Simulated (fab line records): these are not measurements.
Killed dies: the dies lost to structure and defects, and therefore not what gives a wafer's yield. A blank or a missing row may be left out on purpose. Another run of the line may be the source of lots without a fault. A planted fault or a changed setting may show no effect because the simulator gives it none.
Code-filled problem report in 8D (eight disciplines) form ; flow n5_finfet ; the parts of the form that need people (team, actions taken, sign-off) are left out

== 1. THE PROBLEM ==
Wafers without a fault read 0.678 a.u., standard deviation 0.011; oes_product_au at N5_BEOL_M0_SAQP_MANDREL_ETCH_103 reads a mean of 0.583 a.u. on 6 wafers belonging to 2 lots. That puts it -8.7 standard deviations away from the usual mean.
The step: etches a-Si in HBr/Cl2, stops on SiCN, target depth 45 nm, bt time 10 s, time 27 s.
The first sign was on wafer L686.1 at day 8 07:17, on rie_si-02. The record holds 24 wafers of 8 lots with a number at this step. Rule for "out" (also "out of limits"): further than 4 standard deviations from the usual mean. The rest of the wafers with a number are treated as sound.

== 2. WHAT IT IS AND WHAT IT IS NOT ==
question;is;is not
which readings at this step;oes_product_au;drypump_motor_current_A, rf_fwd_power_W
which lots;L686, L688;L680, L685, L691, L693, L696, L697
which wafers of those lots;all that have a number;-
read on which tools;rie_si-02;rie_si-04, rie_si-05
when;from day 8 07:17;"up to then (6 sound wafers); but 12 sound wafers of L691, L693, L696, L697 came after"

== 3. THE SUSPECTS, EACH WITH WHAT RULES IT OUT ==
Counting: a tool at a process step up to the reading stays a suspect if it ran every lot that is out and no sound lot after the first of them.
- rie_si-02 at N5_BEOL_M0_SAQP_MANDREL_ETCH_103 (etches a-Si in HBr/Cl2, stops on SiCN, target depth 45 nm, bt time 10 s, time 27 s): kept. Every lot that is out went through it, starting with L686 (day 8 07:17), and after that it ran no sound lot; the last sound lot it ran before then is L685 (day 8 04:50). Out on those wafers are its own readings of oes_product_au.
Remaining after the count: rie_si-02 at N5_BEOL_M0_SAQP_MANDREL_ETCH_103.

== 4. THE CAUSE (what the simulator had put in) ==
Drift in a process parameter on rie_si-02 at N5_BEOL_M0_SAQP_MANDREL_ETCH_103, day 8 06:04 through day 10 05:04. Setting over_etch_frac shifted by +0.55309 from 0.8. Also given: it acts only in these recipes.
The count eliminated every tool but this one.

== 5. THE CHAIN OF EFFECTS, in route order ==
Each row: a reading whose mean over the struck wafers that have a number lies more than 3 standard deviations from the usual. Only readings for which the record gives a usual standard deviation are gone through. hours: the time from each lot's start at the first step in this table that gives one to its start at this step, as a median over the lots. sigmas: the change in usual standard deviations.
hours;step;reading;usual;on struck wafers;change;sigmas
0;N5_BEOL_M0_SAQP_MANDREL_ETCH_103;oes_product_au;0.678 a.u.;0.583;-0.095;-8.7
5;N5_BEOL_M0_ETCH_138;etch_rf_on_time_s;29.1 s;23.0;-6.1;-7.4
It contains these process steps:
- N5_BEOL_M0_SAQP_MANDREL_ETCH_103: etches a-Si in HBr/Cl2, stops on SiCN, target depth 45 nm, bt time 10 s, time 27 s.
- N5_BEOL_M0_ETCH_138: etches SiCN in CH3F/O2, target depth 12 nm, time 31.6 s.
At these later measuring or inspecting steps, every struck wafer for which the step has a row has a number for every such reading, and none has moved that far: N5_BEOL_M4_RC_MEAS_101.

== 6. HOW IT WOULD HAVE BEEN CAUGHT EARLIER ==
In this record the first reading out of limits was taken at day 8 07:17, 1 hour after the fault began at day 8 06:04.
